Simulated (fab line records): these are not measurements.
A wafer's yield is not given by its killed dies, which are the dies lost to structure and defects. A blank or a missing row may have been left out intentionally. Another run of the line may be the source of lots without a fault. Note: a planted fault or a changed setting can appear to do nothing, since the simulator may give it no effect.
fab line records ; flow n5-finfet ; part 2 of 2: steps 25 to 31 of 31
record: lots: 5; wafers: 15; last-day: 17
route steps=1938 shown ILD0@337 SDB@347
lots with no fault: from the same line, run without faults
start-h: the number of hours between the record's first day and the start of the first shown wafer of the lot ; wait-h: hours elapsed since this lot's preceding step ; " repeats the value in the row above ; L1.1+2: several wafers, shown together as one row ; - either no value or no given start ; * or withheld: withheld ; < > ~ a bound
route shown NAME@n: a module of which the file shows steps, and the number in the route of the first ; usual: mean/standard deviation taken from wafers without a fault ; same: alike in all rows ; chamber/n: place in a boat ; sites: per-site readings ; _std_site: the standard deviation of these ; _edge_site: mean of outer sites minus mean of inner sites ; radius-mm: for every site, how far away it sits from the centre of the wafer ; mask NAME#n: copy n ; behind: tool/chamber where the wafer was last shaped ; hold: why the lot went on hold/how many hours it stayed there/how the hold came to an end ; device: whichever transistor did not switch (one of n, p or np) ; end of line: the tests these same wafers got at the end of their route ; a step without rows: its recipe alone ; killed: the dies lost at the first sort to structure and to defects; this is not the yield of the wafer ; map: shows each die of a wafer: x if killed, . if not, _ if none is there
set.NAME: the setting the step ran with; set.NAME@STEP: the setting that earlier step ran with ; model.NAME: the simulator's own value behind a step, which no gauge read
certain route steps with their lots: each step a table, each wafer a row
services: from which hour (start-h, from the record's first day; less than 0 if before it) a tool's chamber was out of use, for how many hours, and why
== steps ==
step: N5_SDB_ETCH_18
recipe: chemistry: N2/H2; target: SOC; target-depth-a: 1000; overetch-a: 200; mask-material: SiARC; temp-c: 40; time-s: 150; ion-energy-ev: 200; pressure-mtorr: 30; source-w: 840; bias-w: 150; n2-flow-sccm: 200; h2-flow-sccm: 200
usual: bias-w: 149.9/0.41; drypump-motor-current-A: 5.5/0.36; oes-product-au: 0.71/0.081; rf-vpp-V: 523.5/2.7; showerhead-plenum-p-Torr: 2.53/0.084; throttle-valve-pct: 17.80/0.26
lot.wafer;tool;chamber;start-h;wait-h;bias-w;drypump-motor-current-A;oes-product-au;rf-hours-counter-h;rf-vpp-V;showerhead-plenum-p-Torr;throttle-valve-pct
L076.1;rie-diel-01;3;78.13;0.0;150.0;5.9;0.66;170;527.1;2.65;17.94
L076.2;rie-diel-01;1;78.13;0.0;150.0;5.2;0.70;117;525.4;2.55;17.84
L076.4;rie-diel-01;0;78.13;0.0;149.8;6.0;0.89;2;521.0;2.48;17.46
L078.1;rie-diel-01;3;90.84;0.0;149.7;5.9;0.66;174;526.4;2.65;17.95
L078.5;rie-diel-01;3;90.84;0.0;149.6;6.0;0.65;-;525.9;2.65;17.94
L078.6;rie-diel-01;2;90.84;0.0;150.3;5.4;0.78;-;524.9;2.58;17.49
L080.1;rie-diel-01;2;104.94;0.0;149.7;5.4;0.78;43;524.6;2.57;17.52
L080.2;rie-diel-01;0;104.94;0.0;150.2;6.0;0.86;11;521.1;2.48;17.48
L080.5;rie-diel-01;3;104.94;0.0;149.5;5.9;0.65;-;527.2;2.65;17.96
L087.3;rie-diel-05;1;151.56;0.0;149.8;5.6;0.73;63;521.8;2.48;17.61
L087.5;rie-diel-05;2;151.56;0.0;150.2;5.7;0.70;-;517.3;2.36;18.35
L087.6;rie-diel-05;1;151.56;0.0;150.4;5.6;0.74;-;519.9;2.48;17.63
L094.2;rie-diel-04;3;190.44;0.0;150.4;5.0;0.86;1;526.4;2.62;17.34
L094.3;rie-diel-04;2;190.44;0.0;150.0;5.7;0.63;243;525.6;2.58;18.00
L094.4;rie-diel-04;0;190.44;0.0;148.9;6.0;0.81;15;524.1;2.60;17.47
step: N5_SDB_STRIP_19
recipe: chemistry: N2/H2; temp-c: 40; n2-flow-sccm: 200; h2-flow-sccm: 200; rf-frequency-hz: 6e+07
lot.wafer;tool;chamber;start-h;wait-h
L076.1+2+4;rie-diel-01;3,1,0;78.26;0.1
L078.1+5+6;rie-diel-01;3,3,2;90.97;0.1
L080.1+2+5;rie-diel-01;2,0,3;105.07;0.1
L087.3+5+6;rie-diel-05;1,2,1;151.68;0.1
L094.2+3+4;rie-diel-04;3,2,0;190.56;0.1
step: N5_SDB_STRIP_21
recipe: chemistry: CF4; resist: SiARC; power-w: 300; bias-power-w: 75; pressure-mtorr: 50; cf4-flow-sccm: 150; rf-frequency-hz: 6e+07
usual: drypump-motor-current-A: 5.5/0.37; oes-product-au: 0.78/0.09; rf-vpp-V: 271.0/1.6; showerhead-plenum-p-Torr: 1.79/0.057; throttle-valve-pct: 13.57/0.26
lot.wafer;tool;chamber;start-h;wait-h;drypump-motor-current-A;oes-product-au;rf-hours-counter-h;rf-vpp-V;showerhead-plenum-p-Torr;throttle-valve-pct
L076.1;rie-diel-01;3;78.27;0.0;5.9;0.73;170;272.1;1.85;13.62
L076.2;rie-diel-01;1;78.27;0.0;5.2;0.77;117;271.6;1.79;13.58
L076.4;rie-diel-01;0;78.27;0.0;6.0;1.00;2;269.7;1.78;13.29
L078.1;rie-diel-01;3;90.98;0.0;5.9;0.73;174;272.3;1.85;13.65
L078.5;rie-diel-01;3;90.98;0.0;5.9;0.72;-;270.5;1.85;13.63
L078.6;rie-diel-01;2;90.98;0.0;5.4;0.87;-;273.3;1.82;13.33
L080.1;rie-diel-01;2;105.08;0.0;5.4;0.87;43;270.9;1.82;13.33
L080.2;rie-diel-01;0;105.08;0.0;6.0;0.96;11;271.0;1.78;13.30
L080.5;rie-diel-01;3;105.08;0.0;5.9;0.72;-;273.0;1.85;13.67
L087.3;rie-diel-05;1;151.69;0.0;5.5;0.81;63;269.4;1.74;13.27
L087.5;rie-diel-05;2;151.69;0.0;5.7;0.78;-;267.3;1.67;13.92
L087.6;rie-diel-05;1;151.69;0.0;5.5;0.82;-;269.7;1.74;13.28
L094.2;rie-diel-04;3;190.57;0.0;5.0;0.95;1;271.5;1.83;12.94
L094.3;rie-diel-04;2;190.57;0.0;5.7;0.69;243;271.9;1.84;14.01
L094.4;rie-diel-04;0;190.57;0.0;6.0;0.90;15;272.0;1.81;13.12
step: N5_SDB_HM_OPEN_20
recipe: chemistry: CH3F/O2; target: SiNx; mask-material: SOC; target-depth-a: 240; stop-on: poly-Si; over-etch-frac: 0.4; ion-energy-ev: 120; pressure-mtorr: 30; source-w: 395; bias-w: 73; Ar_flow_sccm: 150; CH3F_flow_sccm: 30; O2_flow_sccm: 20
usual: O2_flow_sccm: 20.00/0.066; bias-w: 72.99/0.21; drypump-motor-current-A: 5.5/0.37; oes-product-au: 0.65/0.076; rf-vpp-V: 304/12; showerhead-plenum-p-Torr: 1.99/0.072; throttle-valve-pct: 16.35/0.25
lot.wafer;tool;chamber;start-h;wait-h;O2_flow_sccm;bias-w;drypump-motor-current-A;oes-product-au;rf-hours-counter-h;rf-vpp-V;showerhead-plenum-p-Torr;throttle-valve-pct
L076.1;rie-diel-01;3;78.29;0.0;20.07;73.00;5.9;0.60;170;319;2.08;16.41
L076.2;rie-diel-01;1;78.29;0.0;20.02;73.00;5.2;0.63;117;292;2.00;16.38
L076.4;rie-diel-01;0;78.29;0.0;19.95;72.94;6.0;0.84;2;321;1.96;15.96
L078.1;rie-diel-01;3;91.00;0.0;19.98;72.85;6.0;0.59;174;320;2.08;16.42
L078.5;rie-diel-01;3;91.00;0.0;19.99;73.07;5.9;0.61;-;320;2.08;16.43
L078.6;rie-diel-01;2;91.00;0.0;20.12;73.34;5.4;0.73;-;314;2.04;16.19
L080.1;rie-diel-01;2;105.10;0.0;20.04;72.89;5.4;0.71;43;314;2.04;16.18
L080.2;rie-diel-01;0;105.10;0.0;20.04;73.44;6.0;0.78;12;319;1.96;15.98
L080.5;rie-diel-01;3;105.10;0.0;20.05;72.60;5.9;0.59;-;320;2.07;16.42
L087.3;rie-diel-05;1;151.71;0.0;19.96;72.78;5.5;0.67;63;296;1.95;16.12
L087.5;rie-diel-05;2;151.71;0.0;20.04;73.36;5.7;0.65;-;294;1.85;16.72
L087.6;rie-diel-05;1;151.71;0.0;20.05;72.75;5.6;0.70;-;297;1.95;16.11
L094.2;rie-diel-04;3;190.59;0.0;20.01;72.89;5.1;0.80;1;293;2.05;15.74
L094.3;rie-diel-04;2;190.59;0.0;19.97;73.07;5.7;0.57;243;313;2.07;16.82
L094.4;rie-diel-04;0;190.59;0.0;19.92;72.88;6.0;0.75;15;303;2.07;16.14
step: N5_SDB_STRIP_22
recipe: chemistry: N2/H2; power-w: 1000; temp-c: 250; h2-frac: 0.65; overash-fraction: 0.3; pressure-mtorr: withheld; n2-flow-sccm: 1750; h2-flow-sccm: 3250
usual: drypump-motor-current-A: 5.9/0.79; heater-power-w: 327/13; oes-product-au: 0.715/0.005; strip-time-to-endpoint-s: 96.2/0.47
lot.wafer;tool;chamber;start-h;wait-h;drypump-motor-current-A;heater-power-w;oes-product-au;rf-hours-counter-h;strip-time-to-endpoint-s
L076.1;plasma-asher-02;0;78.37;0.1;6.7;324;0.711;39;96.2
L076.2;plasma-asher-02;1;78.37;0.1;4.8;303;0.717;39;96.1
L076.4;plasma-asher-02;0;78.37;0.1;6.7;328;0.720;-;95.7
L078.1;plasma-asher-01;1;91.08;0.1;6.6;320;0.720;86;96.3
L078.5;plasma-asher-01;0;91.08;0.1;5.4;344;0.723;-;96.1
L078.6;plasma-asher-01;1;91.08;0.1;6.6;323;0.708;-;95.7
L080.1;plasma-asher-02;1;105.18;0.1;4.8;301;0.712;45;95.6
L080.2;plasma-asher-02;0;105.18;0.1;6.7;333;0.710;45;95.9
L080.5;plasma-asher-02;0;105.18;0.1;6.7;335;0.711;-;96.1
L087.3;plasma-asher-01;0;151.84;0.1;5.4;340;0.717;-;96.4
L087.5;plasma-asher-01;1;151.84;0.1;6.6;325;0.706;-;95.7
L087.6;plasma-asher-01;0;151.84;0.1;5.4;333;0.714;-;96.8
L094.2;plasma-asher-01;1;190.72;0.1;6.6;327;0.723;104;96.0
L094.3;plasma-asher-01;1;190.72;0.1;6.6;329;0.717;-;97.1
L094.4;plasma-asher-01;0;190.72;0.1;5.4;339;0.708;-;96.4
step: N5_SDB_PRECLEAN_23
recipe: chemistry: dHF; time-s: 30; temp-c: 25; dilution: withheld
lot.wafer;tool;chamber;start-h;wait-h
L076.1+2+4;wet-bench-03;0,3,5;78.52;0.1
L078.1+5+6;wet-bench-03;6,5,7;91.23;0.1
L080.1+2+5;wet-bench-02;1,5,4;105.33;0.1
L087.3+5+6;wet-bench-04;3,2,6;151.94;0.1
L094.2+3+4;wet-bench-03;1,2,3;190.86;0.1
step: N5_SDB_DUMMY_REMOVE_24
recipe: chemistry: TMAH; temp-c: 70; target: poly-Si; stop-on: SiO2; target-depth-nm: 142; conc-wt-pct: 5; time-s: 57; dry: ipa-marangoni; rinse-time-s: 30; rinse-temp-c: 23
usual: conc-wt-pct: 5.00/0.052
lot.wafer;tool;chamber;start-h;wait-h;conc-wt-pct
L076.1;wet-bench-03;0;78.53;0.0;4.97
L076.2;wet-bench-03;3;78.53;0.0;5.06
L076.4;wet-bench-03;5;78.53;0.0;5.01
L078.1;wet-bench-03;6;91.24;0.0;5.01
L078.5;wet-bench-03;5;91.24;0.0;4.95
L078.6;wet-bench-03;7;91.24;0.0;5.07
L080.1;wet-bench-02;1;105.34;0.0;4.92
L080.2;wet-bench-02;5;105.34;0.0;4.92
L080.5;wet-bench-02;4;105.34;0.0;4.97
L087.3;wet-bench-04;3;151.95;0.0;5.02
L087.5;wet-bench-04;2;151.95;0.0;5.03
L087.6;wet-bench-04;6;151.95;0.0;5.04
L094.2;wet-bench-03;1;190.88;0.0;4.99
L094.3;wet-bench-03;2;190.88;0.0;5.04
L094.4;wet-bench-03;3;190.88;0.0;5.02
== services ==
tool;chamber;start-h;hours;kind
cmp-01;-;48.86;4.0;pm
ald-sin-04;-;51.51;0.8;pm
pecvd-02;-;53.43;14.6;pm
arfi-scanner-01;-;53.71;1.0;pm
cmp-03;-;54.57;0.9;repair
furnace-01;-;55.81;11.0;repair
plasma-asher-01;-;56.34;2.8;pm
rie-diel-04;-;64.98;1.1;repair
pecvd-02;-;71.86;0.6;repair
cmp-04;-;74.21;7.2;pm
rie-diel-01;1;81.27;3.3;repair
rie-diel-04;-;81.92;2.8;pm
cmp-01;-;83.26;0.6;repair
cmp-03;-;92.05;2.9;repair
cmp-01;-;101.37;3.6;repair
cmp-04;-;108.73;0.6;repair
cmp-04;-;128.38;4.0;pm
pecvd-02;-;132.37;0.5;repair
rie-diel-05;0;148.21;4.6;repair
pecvd-02;-;153.19;2.8;pm
pecvd-02;0;174.57;9.4;repair
cmp-04;-;177.98;8.8;pm
cmp-01;-;180.63;0.8;repair
cmp-01;-;190.22;0.7;repair
